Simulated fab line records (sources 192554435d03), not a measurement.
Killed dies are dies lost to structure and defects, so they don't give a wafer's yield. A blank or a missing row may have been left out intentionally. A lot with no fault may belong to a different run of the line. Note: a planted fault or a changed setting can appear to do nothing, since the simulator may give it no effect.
What tool caused it? + flow n5Finfet + Sampling: 24 lots, 72 wafers, 6 of 1938 route steps

== WHAT THE GAUGES SHOWED, per wafer ==
N5_BEOL_M11_RS_MEAS_57: a four-point-probe measurement. Usual: M11_RS 0.150 ohm/sq, standard deviation 0.0057.
| lot  | measured     | on           | M11_RS (ohm/sq)   | flag |
|------|--------------|--------------|-------------------|------|
| L074 | day 11 16:55 | filmMetro-02 | 0.145 0.154 0.157 |      |
| L075 | day 11 17:09 | filmMetro-01 | 0.151 0.151 0.149 |      |
| L078 | day 13 17:17 | filmMetro-01 | 0.154 0.149 0.153 |      |
| L077 | day 13 23:20 | filmMetro-01 | 0.151 0.144 0.157 |      |
| L080 | day 14 16:37 | filmMetro-01 | 0.159 0.150 0.146 |      |
| L079 | day 14 17:40 | filmMetro-01 | 0.147 0.159 0.145 |      |
| L081 | day 15 02:41 | filmMetro-02 | 0.156 0.149 0.154 |      |
| L082 | day 15 11:09 | filmMetro-01 | 0.146 0.158 0.149 |      |
| L083 | day 15 20:02 | filmMetro-02 | 0.155 0.149 0.150 |      |
| L085 | day 16 06:10 | filmMetro-01 | 0.146 0.156 0.142 |      |
| L084 | day 16 08:22 | filmMetro-02 | 0.160 0.152 0.160 |      |
| L087 | day 16 08:34 | filmMetro-01 | 0.143 0.155 0.153 |      |
| L086 | day 16 10:41 | filmMetro-02 | 0.145 0.150 0.148 |      |
| L089 | day 16 17:13 | filmMetro-02 | 0.152 0.145 0.156 |      |
| L076 | day 16 17:36 | filmMetro-02 | 0.140 0.147 0.157 |      |
| L090 | day 17 02:39 | filmMetro-02 | 0.155 0.140 0.145 |      |
| L091 | day 17 18:49 | filmMetro-02 | 0.151 0.140 0.154 |      |
| L088 | day 17 21:49 | filmMetro-02 | 0.141 0.151 0.143 |      |
| L092 | day 17 22:22 | filmMetro-01 | 0.153 0.150 0.143 |      |
| L095 | day 18 03:21 | filmMetro-01 | 0.152 0.145 0.152 |      |
| L093 | day 18 04:55 | filmMetro-01 | 0.144 0.145 0.153 |      |
| L096 | day 18 05:16 | filmMetro-02 | 0.148 0.162 0.147 |      |
| L094 | day 18 06:49 | filmMetro-01 | 0.148 0.156 0.151 |      |
| L097 | day 18 10:58 | filmMetro-01 | 0.146 0.145 0.159 |      |

N5_BEOL_M12_THK_MEAS_01. Usual: M12_ILD_THK 658 nm, standard deviation 9.5.
| lot  | measured     | on           | M12_ILD_THK (nm) | flag |
|------|--------------|--------------|------------------|------|
| L074 | day 11 17:07 | filmMetro-02 | 654 656 650      |      |
| L075 | day 11 17:20 | filmMetro-01 | 657 665 663      |      |
| L078 | day 13 17:33 | filmMetro-02 | 637 656 673      |      |
| L077 | day 13 23:31 | filmMetro-01 | 668 660 654      |      |
| L080 | day 14 16:49 | filmMetro-01 | 640 667 666      |      |
| L079 | day 14 17:52 | filmMetro-02 | 638 655 663      |      |
| L081 | day 15 02:52 | filmMetro-02 | 649 643 655      |      |
| L082 | day 15 11:21 | filmMetro-01 | 651 661 652      |      |
| L083 | day 15 20:13 | filmMetro-02 | 654 661 660      |      |
| L085 | day 16 06:22 | filmMetro-01 | 664 667 663      |      |
| L084 | day 16 08:33 | filmMetro-02 | 646 656 675      |      |
| L087 | day 16 08:46 | filmMetro-02 | 648 639 664      |      |
| L086 | day 16 10:52 | filmMetro-02 | 649 660 654      |      |
| L089 | day 16 17:25 | filmMetro-02 | 654 668 675      |      |
| L076 | day 16 18:04 | filmMetro-01 | 653 667 663      |      |
| L090 | day 17 02:50 | filmMetro-02 | 663 675 682      |      |
| L091 | day 17 19:01 | filmMetro-01 | 645 658 652      |      |
| L088 | day 17 22:01 | filmMetro-02 | 660 665 670      |      |
| L092 | day 17 22:37 | filmMetro-01 | 654 644 660      |      |
| L095 | day 18 03:32 | filmMetro-02 | 644 665 657      |      |
| L093 | day 18 05:07 | filmMetro-02 | 654 668 672      |      |
| L096 | day 18 05:28 | filmMetro-02 | 648 658 655      |      |
| L094 | day 18 07:01 | filmMetro-02 | 658 650 670      |      |
| L097 | day 18 11:10 | filmMetro-02 | 650 675 663      |      |

N5_BEOL_M12_INSPECT_12: inspects for defects (macro). Usual: 2.3 for rawDefectCount, sd 1.5.
| lot  | measured     | on               | rawDefectCount | flag |
|------|--------------|------------------|----------------|------|
| L074 | day 11 17:28 | defectInspect-01 | 1 5 2          |      |
| L075 | day 11 17:42 | defectInspect-02 | 1 4 3          |      |
| L078 | day 13 18:02 | defectInspect-01 | 2 1 2          |      |
| L077 | day 14 00:01 | defectInspect-01 | 1 2 2          |      |
| L080 | day 14 17:18 | defectInspect-01 | 0 2 3          |      |
| L079 | day 14 18:13 | defectInspect-02 | 1 5 0          |      |
| L081 | day 15 03:14 | defectInspect-01 | 1 0 1          |      |
| L082 | day 15 11:42 | defectInspect-02 | 2 3 3          |      |
| L083 | day 15 20:42 | defectInspect-01 | 3 3 5          |      |
| L085 | day 16 06:44 | defectInspect-02 | 1 2 2          |      |
| L084 | day 16 09:02 | defectInspect-02 | 1 3 2          |      |
| L087 | day 16 09:14 | defectInspect-02 | 5 0 1          |      |
| L086 | day 16 11:14 | defectInspect-02 | 0 2 4          |      |
| L089 | day 16 17:55 | defectInspect-02 | 0 4 6          |      |
| L076 | day 16 18:25 | defectInspect-02 | 3 4 5          |      |
| L090 | day 17 03:12 | defectInspect-02 | 1 6 0          |      |
| L091 | day 17 19:29 | defectInspect-02 | 4 3 2          |      |
| L088 | day 17 22:30 | defectInspect-02 | 2 2 0          |      |
| L092 | day 17 22:58 | defectInspect-02 | 0 2 4          |      |
| L095 | day 18 03:54 | defectInspect-02 | 3 2 0          |      |
| L093 | day 18 05:35 | defectInspect-02 | 3 1 3          |      |
| L096 | day 18 05:49 | defectInspect-02 | 2 2 6          |      |
| L094 | day 18 07:30 | defectInspect-02 | 2 4 3          |      |
| L097 | day 18 11:32 | defectInspect-01 | 3 2 1          |      |

N5_BEOL_M14_CD_MEAS_28: the cd target is 284.4 nm. Usual: 284.5 nm for cdNm, sd 1.6.
| lot  | measured     | on       | cdNm (nm)         | flag |
|------|--------------|----------|-------------------|------|
| L074 | day 12 02:04 | cdSem-03 | 285.3 285.7 285.4 |      |
| L075 | day 12 04:36 | cdSem-03 | 288.4 285.6 285.5 |      |
| L078 | day 14 06:52 | cdSem-02 | 283.1 280.2 282.5 |      |
| L077 | day 14 11:22 | cdSem-03 | 285.8 283.0 284.9 |      |
| L080 | day 15 10:13 | cdSem-01 | 281.8 283.1 285.2 |      |
| L079 | day 15 10:39 | cdSem-02 | 282.6 285.0 283.0 |      |
| L081 | day 15 23:08 | cdSem-01 | 285.3 285.5 284.4 |      |
| L082 | day 16 03:21 | cdSem-01 | 281.9 280.4 282.2 |      |
| L083 | day 16 10:24 | cdSem-01 | 281.9 282.7 283.2 |      |
| L085 | day 16 19:41 | cdSem-03 | 283.2 286.5 285.6 |      |
| L084 | day 16 22:12 | cdSem-03 | 284.9 284.6 282.1 |      |
| L087 | day 17 00:11 | cdSem-01 | 284.4 283.1 286.5 |      |
| L086 | day 17 00:54 | cdSem-01 | 286.1 284.5 284.7 |      |
| L089 | day 17 04:08 | cdSem-02 | 284.6 284.4 282.5 |      |
| L076 | day 17 05:43 | cdSem-01 | 283.9 285.2 284.2 |      |
| L090 | day 17 13:16 | cdSem-03 | 286.3 284.9 286.1 |      |
| L091 | day 18 07:50 | cdSem-03 | 286.5 284.3 282.7 |      |
| L088 | day 18 10:27 | cdSem-01 | 287.1 283.9 284.2 |      |
| L092 | day 18 13:19 | cdSem-02 | 283.6 285.8 283.7 |      |
| L095 | day 18 14:03 | cdSem-02 | 282.8 282.8 285.5 |      |
| L093 | day 18 20:42 | cdSem-03 | 284.7 286.5 285.1 |      |
| L096 | day 18 23:11 | cdSem-03 | 283.6 284.2 283.1 |      |
| L094 | day 18 23:38 | cdSem-02 | 285.5 283.9 283.8 |      |
| L097 | day 19 04:29 | cdSem-03 | 284.1 279.6 283.7 |      |

== TOOL THAT RAN EACH LOT (tool first, then ch and the chambers of the sampled wafers, then the start) ==
| lot  | N5_BEOL_M11_STRIP_77                         | N5_BEOL_M13_ETCH_59               |
|------|----------------------------------------------|-----------------------------------|
| L074 | rieDiel-02 ch 0,1,2, day 11 16:55 or earlier | rieDiel-04 ch 0,1,3, day 11 21:22 |
| L075 | rieDiel-04 ch 0,1, day 11 17:09 or earlier   | rieDiel-04 ch 0,1,3, day 12 00:01 |
| L078 | rieDiel-06 ch 1,2,3, day 13 17:17 or earlier | rieDiel-06 ch 2,3, day 14 00:36   |
| L077 | rieDiel-04 ch 0,1,2, day 13 23:20 or earlier | rieDiel-06 ch 2,3, day 14 05:26   |
| L080 | rieDiel-04 ch 0,1,2, day 14 16:37 or earlier | rieDiel-04 ch 0,1,2, day 15 00:07 |
| L079 | rieDiel-04 ch 1,2, day 14 17:40 or earlier   | rieDiel-06 ch 0,1, day 15 01:10   |
| L081 | rieDiel-06 ch 0,1, day 15 02:41 or earlier   | rieDiel-06 ch 0,2,3, day 15 10:01 |
| L082 | rieDiel-04 ch 1,2,3, day 15 11:09 or earlier | rieDiel-04 ch 1,2,3, day 15 20:14 |
| L083 | rieDiel-04 ch 0,1,3, day 15 20:02 or earlier | rieDiel-06 ch 1,3, day 16 04:19   |
| L085 | rieDiel-06 ch 0,1,2, day 16 06:10 or earlier | rieDiel-02 ch 1,2, day 16 11:42   |
| L084 | rieDiel-02 ch 1,2, day 16 08:22 or earlier   | rieDiel-02 ch 0,1,2, day 16 17:04 |
| L087 | rieDiel-06 ch 0,2, day 16 08:34 or earlier   | rieDiel-04 ch 0,1,2, day 16 17:25 |
| L086 | rieDiel-04 ch 0,1,3, day 16 10:41 or earlier | rieDiel-02 ch 1,2, day 16 17:34   |
| L089 | rieDiel-04 ch 0,1,2, day 16 17:13 or earlier | rieDiel-02 ch 1,2, day 16 22:53   |
| L076 | rieDiel-06 ch 0,1,2, day 16 17:36 or earlier | rieDiel-04 ch 0,1,2, day 17 00:07 |
| L090 | rieDiel-06 ch 1,2,3, day 17 02:39 or earlier | rieDiel-06 ch 0,1,3, day 17 07:47 |
| L091 | rieDiel-06 ch 0,1,3, day 17 18:49 or earlier | rieDiel-06 ch 0,2, day 18 01:52   |
| L088 | rieDiel-06 ch 0,2, day 17 21:49 or earlier   | rieDiel-06 ch 0,2,3, day 18 04:52 |
| L092 | rieDiel-06 ch 0,2,3, day 17 22:22 or earlier | rieDiel-06 ch 2,3, day 18 05:14   |
| L095 | rieDiel-06 ch 2,3, day 18 03:21 or earlier   | rieDiel-04 ch 0,2,3, day 18 08:19 |
| L093 | rieDiel-06 ch 2,3, day 18 04:55 or earlier   | rieDiel-06 ch 0,1, day 18 12:34   |
| L096 | rieDiel-04 ch 1,2, day 18 05:16 or earlier   | rieDiel-06 ch 0,1,3, day 18 15:55 |
| L094 | rieDiel-04 ch 0,1,2, day 18 06:49 or earlier | rieDiel-02 ch 1,2,3, day 18 16:22 |
| L097 | rieDiel-02 ch 0,1, day 18 10:58 or earlier   | rieDiel-04 ch 1,2,3, day 18 18:40 |
- N5_BEOL_M11_STRIP_77: strips in N2/H2, time 10 s.
- N5_BEOL_M13_ETCH_59: etches BARC in N2/H2, target depth 89 nm, overetch 26.7 nm, time 67.9 s.

== AS READ BY THE TOOLS THEMSELVES (means over the sampled wafers that have a number; for cases with no such wafer, the mark the record gives instead) ==
N5_BEOL_M11_STRIP_77. Usual: drypumpMotorCurrentA 5.5 A, standard deviation 0.39; oesProductAu 0.83 a.u., standard deviation 0.11; rfVppV 59.1 V, standard deviation 0.96; showerheadPlenumPTorr 2.54 Torr, standard deviation 0.11; throttleValvePct 23.60 %, standard deviation 0.29.
| lot  | tool       | drypumpMotorCurrentA (A) | oesProductAu (a.u.) | rfVppV (V) | showerheadPlenumPTorr (Torr) | throttleValvePct (%) | flag |
|------|------------|--------------------------|---------------------|------------|------------------------------|----------------------|------|
| L074 | rieDiel-02 | 5.7                      | 0.88                | 59.8       | 2.50                         | 23.43                |      |
| L075 | rieDiel-04 | 6.0                      | 0.83                | 57.9       | 2.46                         | 23.68                |      |
| L078 | rieDiel-06 | 5.4                      | 0.71                | 59.1       | 2.47                         | 23.70                |      |
| L077 | rieDiel-04 | 5.8                      | 0.85                | 59.8       | 2.61                         | 23.74                |      |
| L080 | rieDiel-04 | 5.8                      | 0.82                | 59.7       | 2.61                         | 23.75                |      |
| L079 | rieDiel-04 | 5.9                      | 0.84                | 60.1       | 2.69                         | 23.84                |      |
| L081 | rieDiel-06 | 5.1                      | 0.77                | 59.0       | 2.44                         | 23.44                |      |
| L082 | rieDiel-04 | 5.7                      | 0.85                | 59.4       | 2.61                         | 23.77                |      |
| L083 | rieDiel-04 | 5.9                      | 0.90                | 59.2       | 2.56                         | 23.61                |      |
| L085 | rieDiel-06 | 5.3                      | 0.93                | 59.1       | 2.59                         | 23.31                |      |
| L084 | rieDiel-02 | 5.8                      | 0.78                | 58.5       | 2.44                         | 23.42                |      |
| L087 | rieDiel-06 | 5.0                      | 0.86                | 59.1       | 2.52                         | 23.48                |      |
| L086 | rieDiel-04 | 5.9                      | 0.89                | 59.6       | 2.56                         | 23.61                |      |
| L089 | rieDiel-04 | 5.8                      | 0.80                | 58.8       | 2.60                         | 23.78                |      |
| L076 | rieDiel-06 | 5.3                      | 0.91                | 58.7       | 2.59                         | 23.33                |      |
| L090 | rieDiel-06 | 5.4                      | 0.88                | 59.3       | 2.57                         | 23.48                |      |
| L091 | rieDiel-06 | 5.3                      | 0.81                | 59.0       | 2.52                         | 23.48                |      |
| L088 | rieDiel-06 | 5.1                      | 0.88                | 59.8       | 2.56                         | 23.51                |      |
| L092 | rieDiel-06 | 5.1                      | 0.80                | 58.7       | 2.49                         | 23.66                |      |
| L095 | rieDiel-06 | 5.3                      | 0.77                | 59.3       | 2.47                         | 23.81                |      |
| L093 | rieDiel-06 | 5.3                      | 0.85                | 58.9       | 2.54                         | 23.68                |      |
| L096 | rieDiel-04 | 5.9                      | 0.80                | 59.4       | 2.68                         | 23.88                |      |
| L094 | rieDiel-04 | 5.8                      | 0.79                | 58.9       | 2.60                         | 23.78                |      |
| L097 | rieDiel-02 | 5.6                      | 0.81                | 59.5       | 2.52                         | 23.54                |      |

N5_BEOL_M13_ETCH_59. Usual: drypumpMotorCurrentA 5.5 A, standard deviation 0.39; oesProductAu 0.69 a.u., standard deviation 0.085; rfVppV 523.0 V, standard deviation 2.8; showerheadPlenumPTorr 2.52 Torr, standard deviation 0.1; throttleValvePct 17.85 %, standard deviation 0.27.
| lot  | tool       | drypumpMotorCurrentA (A) | oesProductAu (a.u.) | rfVppV (V) | showerheadPlenumPTorr (Torr) | throttleValvePct (%) | flag |
|------|------------|--------------------------|---------------------|------------|------------------------------|----------------------|------|
| L074 | rieDiel-04 | 5.9                      | 0.64                | 521.5      | 2.47                         | 17.99                |      |
| L075 | rieDiel-04 | 5.9                      | 0.64                | 521.5      | 2.47                         | 18.00                |      |
| L078 | rieDiel-06 | 5.3                      | 0.60                | 521.3      | 2.49                         | 18.17                |      |
| L077 | rieDiel-06 | 5.3                      | 0.60                | 521.7      | 2.49                         | 18.17                |      |
| L080 | rieDiel-04 | 5.8                      | 0.70                | 526.1      | 2.61                         | 17.90                |      |
| L079 | rieDiel-06 | 5.2                      | 0.66                | 521.5      | 2.44                         | 17.71                |      |
| L081 | rieDiel-06 | 5.2                      | 0.72                | 522.1      | 2.50                         | 17.86                |      |
| L082 | rieDiel-04 | 5.8                      | 0.72                | 525.8      | 2.61                         | 17.92                |      |
| L083 | rieDiel-06 | 5.5                      | 0.68                | 523.1      | 2.51                         | 17.94                |      |
| L085 | rieDiel-02 | 5.9                      | 0.67                | 521.1      | 2.45                         | 17.65                |      |
| L084 | rieDiel-02 | 5.6                      | 0.72                | 522.5      | 2.50                         | 17.65                |      |
| L087 | rieDiel-04 | 5.8                      | 0.69                | 524.8      | 2.61                         | 17.92                |      |
| L086 | rieDiel-02 | 5.7                      | 0.74                | 522.4      | 2.47                         | 17.56                |      |
| L089 | rieDiel-02 | 5.7                      | 0.75                | 521.9      | 2.47                         | 17.57                |      |
| L076 | rieDiel-04 | 5.8                      | 0.69                | 525.4      | 2.61                         | 17.92                |      |
| L090 | rieDiel-06 | 5.3                      | 0.68                | 522.9      | 2.52                         | 17.77                |      |
| L091 | rieDiel-06 | 5.0                      | 0.71                | 522.8      | 2.51                         | 17.72                |      |
| L088 | rieDiel-06 | 5.2                      | 0.68                | 522.6      | 2.49                         | 17.90                |      |
| L092 | rieDiel-06 | 5.3                      | 0.65                | 521.6      | 2.47                         | 18.08                |      |
| L095 | rieDiel-04 | 5.6                      | 0.68                | 523.1      | 2.53                         | 17.91                |      |
| L093 | rieDiel-06 | 5.2                      | 0.71                | 524.1      | 2.54                         | 17.60                |      |
| L096 | rieDiel-06 | 5.3                      | 0.68                | 522.2      | 2.52                         | 17.79                |      |
| L094 | rieDiel-02 | 5.7                      | 0.73                | 522.5      | 2.46                         | 17.71                |      |
| L097 | rieDiel-04 | 5.7                      | 0.69                | 525.1      | 2.60                         | 17.96                |      |

== THE ANSWER, worked out from the rows above alone ==
Rule: lot off if the mean of its wafers having a number is beyond 3 standard deviations from the usual mean. Also off: a lot with no number at a reading for which 4 or more lots have one. Where the step has rows for the other lots, those lots are counted as sound. Order of review: gauges by route order, followed by the tools' own readings, for which a lot's mean as printed above is used. The first step at which some lot is off is used, and at that step the reading that is off furthest; a lot without a number counts as furthest.
None of the lots is off at any reading shown; this tells nothing.

== WHAT WAS PUT IN BY THE SIMULATOR ==
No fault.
